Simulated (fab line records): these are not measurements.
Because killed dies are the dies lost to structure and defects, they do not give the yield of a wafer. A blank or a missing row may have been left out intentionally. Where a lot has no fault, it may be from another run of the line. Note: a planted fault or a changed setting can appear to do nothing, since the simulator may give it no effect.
A lot that was struck, set against a sound lot || flow n5-finfet || 34 steps out of a route of 1938
Sound: these wafers, L309.1, L309.3, L309.6. Struck: wafer L324.6 (left out: L324.4, a lot-mate that was not struck); the cause follows at the end.
Order at every step that has rows: each side's tool, ch and its chambers, its first start. Under that, the readings that differ: sound wafers || struck wafers || difference of the means || sigmas: that difference in standard deviations of wafers without a fault.
alike: a reading whose means differ by less than 2 such deviations, as well as words and numbers matching on both sides. not compared: withheld readings; readings where some wafer has no value; bounds like >300 that might hide an equal value; numbers whose values overlap and for which the record gives no deviation.
A row with sigmas, a row that says differs or no value, or rows on one side alone: a step with any of these is where the two part. Numbers that have no deviation but don't overlap get no sigmas and don't part them. Lack of a reading on every wafer of one side parts them only where that side has two or more wafers.

first, 10 steps without rows for these wafers: N5_STI_FIN_REVEAL_PRECLEAN_18 (cleans in SC2, time 45 s); N5_STI_FIN_REVEAL_SRD_28 (time 30 s); N5_DUMMY_GATE_PRECLEAN_00 (cleans in O3/DIW, time 60 s); N5_DUMMY_GATE_SRD_01 (time 30 s); N5_DUMMY_GATE_ALD_02 (deposits SiO2, target thk 2 nm, pulse time 1 s); N5_DUMMY_GATE_CVD_03 (deposits a-Si from SiH4, target thk 150 nm, time 8042 s); N5_DUMMY_GATE_PRECLEAN_46 (cleans in DIW, time 89.5 s); N5_DUMMY_GATE_SRD_47 (dry time 32 s); N5_DUMMY_GATE_CMP_04 (polishes a-Si); N5_DUMMY_GATE_HM_DEP_06 (deposits SiNx from DCS/NH3, target thk 80 nm, time 5141 s).
N5_DUMMY_GATE_PECVD_30: deposits SiO2 from TEOS/O2, target thk 55 nm, time 10.8 s.
  sound on pecvd-02 ch 0,1, day 2 22:32; struck on pecvd-02 ch 1, day 6 15:37
{"reading": "model.SiO2_of_DUMMY_GATE_PECVD_30.thk-nm (nm)", "sound": "54.2 55.2 54.8", "struck": 39.2, "difference": -15.5, "sigmas": ""}
then, 22 steps without rows for these wafers: N5_DUMMY_GATE_COAT_34 (time 60 s, resist thk 60 nm); N5_DUMMY_GATE_COAT_35 (time 60 s, resist thk 10 nm); N5_DUMMY_GATE_COAT_28 (time 60 s, resist thk 10 nm); N5_DUMMY_GATE_COAT_09 (resist thk 30 nm); N5_DUMMY_GATE_EBR_11; N5_DUMMY_GATE_SOFTBAKE_10 (time 60 s); N5_DUMMY_GATE_EXPOSE_12 (exposes mask GATE, target cd 25 nm); N5_DUMMY_GATE_PEB_13 (peb time 60 s); N5_DUMMY_GATE_DEVELOP_14 (develop time 30 s); N5_DUMMY_GATE_DESCUM_20 (chemistry O2, time 6.2 s); N5_DUMMY_GATE_ETCH_29 (etches underlayer in N2/H2, target depth 13 nm); N5_DUMMY_GATE_ETCH_36 (etches SiARC in CF4, target depth 13 nm); N5_DUMMY_GATE_ETCH_37 (etches SOC in N2/H2, target depth 60 nm, overetch 30 nm); N5_DUMMY_GATE_STRIP_38 (strips in N2/H2); N5_DUMMY_GATE_STRIP_39 (strips in N2/H2); N5_DUMMY_GATE_TRIM_49 (chemistry O2, time 29 s, target cd 14 nm); N5_DUMMY_GATE_STRIP_40 (strips in CF4); N5_DUMMY_GATE_ETCH_31 (etches SiO2 in C4F6/O2, target depth 82.5 nm, time 27.5 s); N5_DUMMY_GATE_STRIP_41 (strips in O2); N5_DUMMY_GATE_HM_OPEN_21 (chemistry CH3F/O2, target SiNx, target depth 120 nm, time 171.4 s); N5_DUMMY_GATE_ETCH_32 (etches SiO2 in CF4, target depth 3.5 nm, time 3.9 s); N5_DUMMY_GATE_ETCH_23 (etches poly-Si in HBr/Cl2/O2, target depth 41 nm, time 22.3 s).
N5_DUMMY_GATE_ETCH_44: etches poly-Si in HBr/O2, stops on SiO2, target depth 127.5 nm.
  sound on rie-si-03 ch 0,2,3, day 2 23:46; struck on rie-si-01 ch 0, day 6 16:49
{"reading": "model.SiO2_of_DUMMY_GATE_PECVD_30.thk-nm (nm)", "sound": "37 38 37.6", "struck": 22.2, "difference": -15.3, "sigmas": ""}
  alike: drypump-motor-current-A, oes-product-au, throttle-valve-pct
  not compared: rf-hours-counter-h

== WHERE THEY PART ==
Nowhere in this record.

WHY: what the simulator had put in
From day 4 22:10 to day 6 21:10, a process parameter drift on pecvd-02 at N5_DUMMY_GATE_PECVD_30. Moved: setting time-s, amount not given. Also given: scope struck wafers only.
